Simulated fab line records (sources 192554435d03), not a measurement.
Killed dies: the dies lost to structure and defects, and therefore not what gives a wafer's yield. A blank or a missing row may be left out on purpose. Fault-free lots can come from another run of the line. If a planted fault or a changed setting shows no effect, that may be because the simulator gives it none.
Matching of chambers ; flow n5_finfet ; 3 sister chambers for N5_BEOL_M11_ILD_DEP_00 on pecvd-01
The step deposits SiCOH lowk from DEMS/porogen, target thk 308.51 nm, time 58 s. 6 wafers are shown with their chamber, then 7 later ones without.

## WAFERS PAIRED WITH THEIR CHAMBERS
wafer;chamber;throttle_valve_pct (%);heater_power_w (W)
L284.6;2;12.9;401
L287.1;2;13.3;461
L287.4;1;14.1;437
L287.5;0;14.1;352
L292.1;1;14.4;419
L292.5;0;14.5;371

## WAFERS WHOSE CHAMBER IS MISSING
wafer;throttle_valve_pct (%);heater_power_w (W)
L292.6;14.2;433
L290.2;13.2;398
L290.3;13.9;372
L290.6;14.3;435
L301.2;14.3;412
L301.4;14.3;448
L301.5;13.3;448

## THE CHAMBER EACH PASSED THROUGH
wafer;from the rows above;in truth
L292.6;1;1
L290.2;2;2
L290.3;can't be placed: 0 or 1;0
L290.6;1;1
L301.2;can't be placed: 1 or 0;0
L301.4;1;1
L301.5;2;2
Correctly placed: 5 of 7. Can't be placed from these rows: 2 (the true chamber is among the candidates in 2). 0 placed wrongly.
How it was worked out, from the rows above alone: a wafer's distance from a chamber is the root of the sum, over the readings, of the square of ((its reading less the chamber's mean) divided by the reading's scatter). The wafer belongs to the nearest chamber; if the next one is less than 2 further off, it can't be placed. The mean given for a chamber averages the wafers shown for that chamber. The scatter is the square root of a quotient: the sum, over the shown wafers, of each reading's squared deviation from its chamber's mean, divided by wafers minus chambers.
